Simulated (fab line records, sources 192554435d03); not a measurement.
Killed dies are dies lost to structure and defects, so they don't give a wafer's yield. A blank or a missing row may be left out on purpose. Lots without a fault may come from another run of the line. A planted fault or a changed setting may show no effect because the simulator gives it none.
Chamber matching | flow n5_finfet | N5_BEOL_M3_ETCH_70 on rie_diel-01: 4 sister chambers
The step etches SOC in N2/H2, target depth 80 nm, overetch 16 nm, time 120 s. 27 wafers are shown with their chamber, then 12 later ones without.

WAFERS WITH THEIR CHAMBER
wafer  | chamber | showerhead_plenum_p_Torr (Torr) | throttle_valve_pct (%) | drypump_motor_current_A (A)
L077.3 | 2       | 2.41                            | 17.87                  | 6.1
L077.4 | 3       | 2.48                            | 17.48                  | 6.2
L077.6 | 3       | 2.48                            | 17.46                  | 6.2
L075.3 | 0       | 2.65                            | 17.99                  | 5.2
L075.4 | 3       | 2.48                            | 17.48                  | 6.3
L075.6 | 2       | 2.40                            | 17.88                  | 6.1
L080.1 | 1       | 2.52                            | 17.62                  | 5.9
L080.4 | 3       | 2.48                            | 17.47                  | 6.2
L080.6 | 1       | 2.52                            | 17.60                  | 5.8
L081.1 | 0       | 2.65                            | 17.97                  | 5.2
L081.2 | 3       | 2.48                            | 17.49                  | 6.3
L081.5 | 2       | 2.40                            | 17.90                  | 6.1
L082.1 | 3       | 2.48                            | 17.49                  | 6.2
L082.4 | 1       | 2.52                            | 17.62                  | 5.8
L082.5 | 3       | 2.48                            | 17.48                  | 6.3
L086.1 | 1       | 2.52                            | 17.63                  | 5.9
L086.2 | 2       | 2.40                            | 17.92                  | 6.1
L086.4 | 3       | 2.47                            | 17.50                  | 6.2
L087.1 | 2       | 2.40                            | 17.91                  | 6.2
L087.2 | 0       | 2.64                            | 18.01                  | 5.2
L087.6 | 3       | 2.47                            | 17.49                  | 6.2
L088.2 | 0       | 2.64                            | 17.99                  | 5.2
L088.5 | 0       | 2.64                            | 18.00                  | 5.3
L088.6 | 1       | 2.51                            | 17.65                  | 5.9
L090.2 | 1       | 2.51                            | 17.64                  | 5.8
L090.3 | 3       | 2.47                            | 17.50                  | 6.2
L090.4 | 2       | 2.40                            | 17.92                  | 6.1

SIGNATURES (means of the wafers above)
reading                  | chamber 0 | chamber 1 | chamber 2 | chamber 3 | scatter within a chamber
showerhead_plenum_p_Torr | 2.6440    | 2.5167    | 2.4017    | 2.4770    | 0.00488
throttle_valve_pct       | 17.9920   | 17.6267   | 17.9000   | 17.4840   | 0.0162
drypump_motor_current_A  | 5.220     | 5.850     | 6.117     | 6.230     | 0.0477
Rule: a wafer's distance from a chamber is the root of the sum, over the readings, of the square of ((its reading less the chamber's mean) divided by the reading's scatter). The wafer belongs to the nearest chamber; if the next one is less than 2 further off, it can't be placed. The scatter: the root of (the sum of the squares of (reading less its chamber's mean) over the shown wafers, divided by (wafers less chambers)).

WAFERS WITHOUT THEIR CHAMBER
wafer  | showerhead_plenum_p_Torr (Torr) | throttle_valve_pct (%) | drypump_motor_current_A (A)
L089.3 | 2.47                            | 17.51                  | 6.2
L089.4 | 2.64                            | 17.99                  | 5.2
L089.5 | 2.51                            | 17.65                  | 5.8
L094.4 | 2.39                            | 17.93                  | 6.1
L094.5 | 2.47                            | 17.50                  | 6.2
L094.6 | 2.63                            | 18.02                  | 5.2
L095.2 | 2.39                            | 17.92                  | 6.1
L095.4 | 2.63                            | 18.04                  | 5.2
L095.5 | 2.63                            | 18.04                  | 5.2
L096.1 | 2.63                            | 18.04                  | 5.2
L096.2 | 2.39                            | 17.96                  | 6.1
L096.4 | 2.63                            | 18.05                  | 5.2

WHICH CHAMBER EACH WENT THROUGH
wafer  | from the rows above | in truth
L089.3 | 3                   | 3
L089.4 | 0                   | 0
L089.5 | 1                   | 1
L094.4 | 2                   | 2
L094.5 | 3                   | 3
L094.6 | 0                   | 0
L095.2 | 2                   | 2
L095.4 | 0                   | 0
L095.5 | 0                   | 0
L096.1 | 0                   | 0
L096.2 | 2                   | 2
L096.4 | 0                   | 0
Placed correctly: 12 of 12. Can't be placed from these rows: 0. Placed wrongly: 0.
